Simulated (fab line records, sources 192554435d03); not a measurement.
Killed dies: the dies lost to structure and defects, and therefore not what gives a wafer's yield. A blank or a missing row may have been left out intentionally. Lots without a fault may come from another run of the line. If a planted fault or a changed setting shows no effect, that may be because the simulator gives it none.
Chamber matching -- flow n5_finfet -- N5_MOL_CONTACT_COAG_CO_FILL_22 on cvd_co-01 has 3 sister chambers
The step material Co, precursor CCTBA/H2, target thk 20 nm. 3 wafers are shown with their chamber, then 12 later ones without.

WAFERS PAIRED WITH THEIR CHAMBERS
wafer,chamber,heater_power_w (W)
L091.4,1,234
L091.5,2,225
L091.6,0,235

WAFERS WHOSE CHAMBER IS MISSING
wafer,heater_power_w (W)
L093.1,234
L093.2,231
L093.5,248
L094.1,245
L094.3,235
L094.5,239
L096.3,245
L096.5,228
L096.6,247
L097.2,236
L097.3,230
L097.5,229

CHAMBER TAKEN BY EACH
wafer,from the rows above,in truth
L093.1,can't be placed: 1 or 0 or 2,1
L093.2,can't be placed: 1 or 0 or 2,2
L093.5,can't be placed: 0 or 1 or 2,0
L094.1,can't be placed: 0 or 1 or 2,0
L094.3,can't be placed: 0 or 1 or 2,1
L094.5,can't be placed: 0 or 1 or 2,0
L096.3,can't be placed: 0 or 1 or 2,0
L096.5,can't be placed: 2 or 1 or 0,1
L096.6,can't be placed: 0 or 1 or 2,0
L097.2,can't be placed: 0 or 1 or 2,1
L097.3,can't be placed: 1 or 0 or 2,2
L097.5,can't be placed: 2 or 1 or 0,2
Placed correctly: 0 of 12. From these rows, 12 cannot be placed; in 12 the true chamber is one of the candidates. Number placed wrongly: 0.
How it was worked out, from the rows above alone: a wafer's distance from a chamber is the root of the sum, over the readings, of the square of ((its reading less the chamber's mean) divided by the reading's scatter). If the next closest chamber is less than 2 further off than the closest, the wafer can't be placed; otherwise it belongs to the closest. The mean given for a chamber averages the wafers shown for that chamber. The scatter: root of mean squared gap, hidden wafer to nearest shown wafer, with one shown wafer a chamber.
